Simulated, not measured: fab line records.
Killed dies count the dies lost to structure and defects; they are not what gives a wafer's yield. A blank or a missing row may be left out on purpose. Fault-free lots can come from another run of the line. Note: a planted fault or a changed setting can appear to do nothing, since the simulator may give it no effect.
Which tool did it? + flow n5-finfet + 24 lots, 72 wafers sampled, at 4 steps of a route of 1938

== WHAT THE GAUGES SHOWED, per wafer ==
N5_BEOL_M0_CUTY_INSPECT_59: inspects for defects (macro). Usual: raw-defect-count at 2.2, with a standard deviation of 1.4.
| lot  | measured     | on                | raw-defect-count | flag |
|------|--------------|-------------------|------------------|------|
| L074 | day 5 18:27  | defect-inspect-01 | 1 4 2            |      |
| L075 | day 5 23:18  | defect-inspect-02 | 1 1 4            |      |
| L076 | day 6 04:55  | defect-inspect-02 | 3 3 1            |      |
| L077 | day 6 11:49  | defect-inspect-02 | 0 1 5            |      |
| L078 | day 6 20:49  | defect-inspect-02 | 3 3 5            |      |
| L079 | day 7 01:12  | defect-inspect-02 | 1 3 3            |      |
| L080 | day 7 13:52  | defect-inspect-02 | 2 4 1            |      |
| L081 | day 7 14:13  | defect-inspect-01 | 5 3 4            |      |
| L082 | day 7 17:30  | defect-inspect-01 | 2 1 2            |      |
| L083 | day 7 22:15  | defect-inspect-01 | 2 2 4            |      |
| L084 | day 8 07:46  | defect-inspect-01 | 0 1 0            |      |
| L085 | day 8 16:11  | defect-inspect-02 | 3 4 1            |      |
| L086 | day 8 22:43  | defect-inspect-02 | 2 2 1            |      |
| L087 | day 9 02:47  | defect-inspect-02 | 2 4 3            |      |
| L088 | day 9 10:40  | defect-inspect-02 | 3 1 3            |      |
| L089 | day 9 15:46  | defect-inspect-01 | 1 6 0            |      |
| L090 | day 9 21:44  | defect-inspect-02 | 0 5 5            |      |
| L091 | day 10 02:40 | defect-inspect-02 | 3 1 1            |      |
| L092 | day 10 06:31 | defect-inspect-02 | 0 0 1            |      |
| L093 | day 10 12:13 | defect-inspect-01 | 4 1 2            |      |
| L094 | day 10 21:54 | defect-inspect-02 | 3 1 2            |      |
| L095 | day 11 01:05 | defect-inspect-01 | 1 2 2            |      |
| L096 | day 11 08:39 | defect-inspect-01 | 3 2 0            |      |
| L097 | day 11 12:44 | defect-inspect-02 | 4 3 2            |      |

== WHAT TOOL EACH LOT RAN ON (gives the tool, then ch and the chambers of the sampled wafers, and finally the start) ==
| lot  | N5_BEOL_M0_SAQP_STRIP_86           | N5_BEOL_M0_SAQP_RECESS_104         | N5_BEOL_M0_SAQP_ETCH_49            |
|------|------------------------------------|------------------------------------|------------------------------------|
| L074 | rie-diel-05 ch 0,3, day 5 13:30    | vapor-etch-02 ch 0,1, day 5 15:13  | rie-diel-05 ch 1,2, day 5 18:02    |
| L075 | rie-diel-05 ch 1,2,3, day 5 17:34  | vapor-etch-02 ch 0,1, day 5 19:10  | rie-diel-05 ch 0,2,3, day 5 22:45  |
| L076 | rie-diel-04 ch 1,2,3, day 5 23:14  | vapor-etch-01 ch 0,1, day 6 00:41  | rie-diel-04 ch 1,2,3, day 6 04:22  |
| L077 | rie-diel-01 ch 0,1,3, day 6 04:52  | vapor-etch-02 ch 0,1, day 6 06:25  | rie-diel-04 ch 1,2,3, day 6 11:23  |
| L078 | rie-diel-01 ch 0,3, day 6 13:05    | vapor-etch-01 ch 0,1, day 6 16:14  | rie-diel-04 ch 0,1, day 6 20:24    |
| L079 | rie-diel-05 ch 1,2, day 6 20:01    | vapor-etch-01 ch 0,1, day 6 21:55  | rie-diel-04 ch 1,3, day 7 00:39    |
| L080 | rie-diel-05 ch 0,2,3, day 7 08:05  | vapor-etch-01 ch 0,1, day 7 09:50  | rie-diel-04 ch 1,3, day 7 13:19    |
| L081 | rie-diel-04 ch 0,2,3, day 7 08:19  | vapor-etch-02 ch 0,1, day 7 10:30  | rie-diel-01 ch 0,1,3, day 7 13:40  |
| L082 | rie-diel-04 ch 2,3, day 7 11:36    | vapor-etch-02 ch 0,1, day 7 14:13  | rie-diel-04 ch 0,3, day 7 17:05    |
| L083 | rie-diel-05 ch 0,1, day 7 17:13    | vapor-etch-01 ch 0,1, day 7 18:40  | rie-diel-01 ch 0,2,3, day 7 21:42  |
| L084 | rie-diel-04 ch 0,1,3, day 8 02:25  | vapor-etch-02 ch 0,1, day 8 04:27  | rie-diel-01 ch 1,3, day 8 07:11    |
| L085 | rie-diel-04 ch 0,3, day 8 09:58    | vapor-etch-01 ch 1, day 8 12:44    | rie-diel-01 ch 1,3, day 8 15:39    |
| L086 | rie-diel-01 ch 1,3, day 8 15:04    | vapor-etch-01 ch 0,1, day 8 16:34  | rie-diel-05 ch 0,2,3, day 8 22:10  |
| L087 | rie-diel-01 ch 0,1,2, day 8 20:59  | vapor-etch-02 ch 0,1, day 8 23:04  | rie-diel-04 ch 0,1,2, day 9 02:15  |
| L088 | rie-diel-01 ch 0,3, day 9 05:39    | vapor-etch-01 ch 0,1, day 9 07:08  | rie-diel-05 ch 0,2,3, day 9 10:05  |
| L089 | rie-diel-05 ch 0,3, day 9 10:22    | vapor-etch-02 ch 0,1, day 9 12:20  | rie-diel-01 ch 1,2,3, day 9 15:13  |
| L090 | rie-diel-01 ch 0,1,3, day 9 16:56  | vapor-etch-01 ch 1, day 9 18:26    | rie-diel-04 ch 0,1,3, day 9 21:11  |
| L091 | rie-diel-05 ch 0,2,3, day 9 21:33  | vapor-etch-01 ch 0,1, day 9 23:00  | rie-diel-04 ch 0,2, day 10 02:07   |
| L092 | rie-diel-05 ch 0,2, day 10 01:38   | vapor-etch-02 ch 0,1, day 10 03:05 | rie-diel-05 ch 0,2,3, day 10 05:58 |
| L093 | rie-diel-04 ch 0,1,3, day 10 07:20 | vapor-etch-02 ch 0,1, day 10 08:53 | rie-diel-05 ch 0,1, day 10 11:48   |
| L094 | rie-diel-01 ch 1,2,3, day 10 16:41 | vapor-etch-02 ch 0,1, day 10 18:19 | rie-diel-05 ch 1,2, day 10 21:22   |
| L095 | rie-diel-04 ch 0,1,2, day 10 19:51 | vapor-etch-01 ch 0,1, day 10 21:26 | rie-diel-04 ch 2,3, day 11 00:32   |
| L096 | rie-diel-01 ch 0,1,3, day 11 02:47 | vapor-etch-02 ch 0,1, day 11 04:13 | rie-diel-05 ch 0,2,3, day 11 08:07 |
| L097 | rie-diel-01 ch 0,1,3, day 11 06:58 | vapor-etch-01 ch 0,1, day 11 09:07 | rie-diel-01 ch 0,1,3, day 11 12:11 |
- N5_BEOL_M0_SAQP_STRIP_86: strips in N2/H2.
- N5_BEOL_M0_SAQP_RECESS_104: chemistry HF/NH3, target SiO2, target depth 18 nm, afs cycles 3, sublimation time 60 s.
- N5_BEOL_M0_SAQP_ETCH_49: etches SiO2 in CF4/O2, target depth 37 nm.

== WHAT THE TOOLS THEMSELVES READ (means of the sampled wafers that have a number; where no wafer has one, the mark that the record gives instead) ==
N5_BEOL_M0_SAQP_STRIP_86. Usual: drypump-motor-current-A 5.7 A, standard deviation 0.39; oes-product-au 0.77 a.u., standard deviation 0.088; rf-vpp-V 121.7 V, standard deviation 1.5; showerhead-plenum-p-Torr 3.36 Torr, standard deviation 0.11; throttle-valve-pct 19.0 %, standard deviation 0.36.
| lot  | tool        | drypump-motor-current-A (A) | oes-product-au (a.u.) | rf-vpp-V (V) | showerhead-plenum-p-Torr (Torr) | throttle-valve-pct (%) | flag |
|------|-------------|-----------------------------|-----------------------|--------------|---------------------------------|------------------------|------|
| L074 | rie-diel-05 | 5.9                         | 0.72                  | 121.5        | 3.21                            | 18.8                   |      |
| L075 | rie-diel-05 | 5.6                         | 0.84                  | 121.1        | 3.27                            | 18.7                   |      |
| L076 | rie-diel-04 | 5.8                         | 0.81                  | 121.6        | 3.34                            | 18.7                   |      |
| L077 | rie-diel-01 | 5.5                         | 0.71                  | 122.4        | 3.43                            | 19.2                   |      |
| L078 | rie-diel-01 | 5.3                         | 0.69                  | 122.2        | 3.45                            | 19.1                   |      |
| L079 | rie-diel-05 | 5.6                         | 0.87                  | 120.8        | 3.34                            | 18.6                   |      |
| L080 | rie-diel-05 | 5.8                         | 0.78                  | 120.4        | 3.29                            | 18.8                   |      |
| L081 | rie-diel-04 | 5.9                         | 0.83                  | 121.8        | 3.41                            | 19.1                   |      |
| L082 | rie-diel-04 | 5.5                         | 0.84                  | 120.8        | 3.33                            | 19.0                   |      |
| L083 | rie-diel-05 | 5.9                         | 0.73                  | 121.1        | 3.16                            | 18.9                   |      |
| L084 | rie-diel-04 | 6.2                         | 0.80                  | 122.0        | 3.38                            | 18.9                   |      |
| L085 | rie-diel-04 | 6.2                         | 0.83                  | 122.4        | 3.45                            | 19.3                   |      |
| L086 | rie-diel-01 | 5.5                         | 0.71                  | 122.5        | 3.39                            | 19.3                   |      |
| L087 | rie-diel-01 | 5.5                         | 0.81                  | 122.5        | 3.42                            | 19.3                   |      |
| L088 | rie-diel-01 | 5.4                         | 0.89                  | 122.7        | 3.45                            | 18.8                   |      |
| L089 | rie-diel-05 | 5.9                         | 0.70                  | 121.5        | 3.19                            | 18.9                   |      |
| L090 | rie-diel-01 | 5.5                         | 0.79                  | 122.4        | 3.41                            | 19.1                   |      |
| L091 | rie-diel-05 | 5.8                         | 0.76                  | 121.6        | 3.28                            | 18.8                   |      |
| L092 | rie-diel-05 | 5.9                         | 0.75                  | 122.6        | 3.27                            | 18.8                   |      |
| L093 | rie-diel-04 | 6.2                         | 0.78                  | 122.7        | 3.37                            | 19.0                   |      |
| L094 | rie-diel-01 | 5.5                         | 0.70                  | 120.1        | 3.42                            | 19.3                   |      |
| L095 | rie-diel-04 | 6.2                         | 0.75                  | 119.9        | 3.40                            | 18.8                   |      |
| L096 | rie-diel-01 | 5.5                         | 0.79                  | 122.7        | 3.41                            | 19.1                   |      |
| L097 | rie-diel-01 | 5.5                         | 0.77                  | 121.2        | 3.41                            | 19.1                   |      |

N5_BEOL_M0_SAQP_RECESS_104. Usual: drypump-motor-current-A at 5.7 A, with a standard deviation of 0.47.
| lot  | tool          | drypump-motor-current-A (A) | flag |
|------|---------------|-----------------------------|------|
| L074 | vapor-etch-02 | 5.5                         |      |
| L075 | vapor-etch-02 | 5.5                         |      |
| L076 | vapor-etch-01 | 6.0                         |      |
| L077 | vapor-etch-02 | 5.6                         |      |
| L078 | vapor-etch-01 | 6.0                         |      |
| L079 | vapor-etch-01 | 6.0                         |      |
| L080 | vapor-etch-01 | 6.0                         |      |
| L081 | vapor-etch-02 | 5.5                         |      |
| L082 | vapor-etch-02 | 5.5                         |      |
| L083 | vapor-etch-01 | 5.6                         |      |
| L084 | vapor-etch-02 | 5.5                         |      |
| L085 | vapor-etch-01 | 6.4                         |      |
| L086 | vapor-etch-01 | 5.6                         |      |
| L087 | vapor-etch-02 | 5.5                         |      |
| L088 | vapor-etch-01 | 6.0                         |      |
| L089 | vapor-etch-02 | 5.5                         |      |
| L090 | vapor-etch-01 | 6.4                         |      |
| L091 | vapor-etch-01 | 6.0                         |      |
| L092 | vapor-etch-02 | 5.6                         |      |
| L093 | vapor-etch-02 | 5.5                         |      |
| L094 | vapor-etch-02 | 5.5                         |      |
| L095 | vapor-etch-01 | 6.0                         |      |
| L096 | vapor-etch-02 | 5.6                         |      |
| L097 | vapor-etch-01 | 5.6                         |      |

N5_BEOL_M0_SAQP_ETCH_49. Usual: drypump-motor-current-A 5.8 A, standard deviation 0.41; oes-product-au 0.77 a.u., standard deviation 0.076; rf-vpp-V 240 V, standard deviation 5.6; showerhead-plenum-p-Torr 2.20 Torr, standard deviation 0.079; throttle-valve-pct 15.82 %, standard deviation 0.23.
| lot  | tool        | drypump-motor-current-A (A) | oes-product-au (a.u.) | rf-vpp-V (V) | showerhead-plenum-p-Torr (Torr) | throttle-valve-pct (%) | flag |
|------|-------------|-----------------------------|-----------------------|--------------|---------------------------------|------------------------|------|
| L074 | rie-diel-05 | 5.6                         | 0.90                  | 236          | 2.19                            | 15.62                  |      |
| L075 | rie-diel-05 | 5.7                         | 0.79                  | 242          | 2.17                            | 15.76                  |      |
| L076 | rie-diel-04 | 5.8                         | 0.80                  | 238          | 2.19                            | 15.58                  |      |
| L077 | rie-diel-04 | 5.8                         | 0.80                  | 238          | 2.19                            | 15.60                  |      |
| L078 | rie-diel-04 | 6.5                         | 0.80                  | 241          | 2.28                            | 15.94                  |      |
| L079 | rie-diel-04 | 5.8                         | 0.83                  | 237          | 2.16                            | 15.62                  |      |
| L080 | rie-diel-04 | 6.1                         | 0.77                  | 237          | 2.18                            | 15.68                  |      |
| L081 | rie-diel-01 | 5.5                         | 0.70                  | 245          | 2.25                            | 15.96                  |      |
| L082 | rie-diel-04 | 5.8                         | 0.86                  | 237          | 2.21                            | 15.74                  |      |
| L083 | rie-diel-01 | 5.4                         | 0.70                  | 245          | 2.27                            | 15.97                  |      |
| L084 | rie-diel-01 | 5.6                         | 0.71                  | 243          | 2.22                            | 15.98                  |      |
| L085 | rie-diel-01 | 5.6                         | 0.71                  | 244          | 2.22                            | 15.99                  |      |
| L086 | rie-diel-05 | 5.7                         | 0.77                  | 242          | 2.16                            | 15.80                  |      |
| L087 | rie-diel-04 | 6.2                         | 0.76                  | 241          | 2.24                            | 15.79                  |      |
| L088 | rie-diel-05 | 5.7                         | 0.76                  | 243          | 2.16                            | 15.81                  |      |
| L089 | rie-diel-01 | 5.5                         | 0.70                  | 244          | 2.24                            | 16.00                  |      |
| L090 | rie-diel-04 | 6.1                         | 0.80                  | 238          | 2.22                            | 15.81                  |      |
| L091 | rie-diel-04 | 5.9                         | 0.76                  | 242          | 2.25                            | 15.73                  |      |
| L092 | rie-diel-05 | 5.7                         | 0.76                  | 242          | 2.16                            | 15.82                  |      |
| L093 | rie-diel-05 | 5.9                         | 0.72                  | 243          | 2.08                            | 16.08                  |      |
| L094 | rie-diel-05 | 5.6                         | 0.84                  | 235          | 2.18                            | 15.68                  |      |
| L095 | rie-diel-04 | 5.5                         | 0.82                  | 238          | 2.16                            | 15.62                  |      |
| L096 | rie-diel-05 | 5.7                         | 0.75                  | 242          | 2.15                            | 15.84                  |      |
| L097 | rie-diel-01 | 5.5                         | 0.78                  | 244          | 2.24                            | 15.85                  |      |

== THE ANSWER, worked out from the rows above alone ==
Rule: lot off if the mean of its wafers having a number is beyond 3 standard deviations from the usual mean. Also off: a lot with no number at a reading for which 4 or more lots have one. Any other lot the step has rows for is counted as sound. After the gauges, taken in route order, come the tools' own readings; for these a lot's mean is taken, as printed above. At the first step where some lot is off, the reading lying furthest off is the one used; lots without a number count as furthest.
Across all readings shown, no lot is off: no conclusion can be drawn from this.

== WHAT THE SIMULATOR HAD INSERTED ==
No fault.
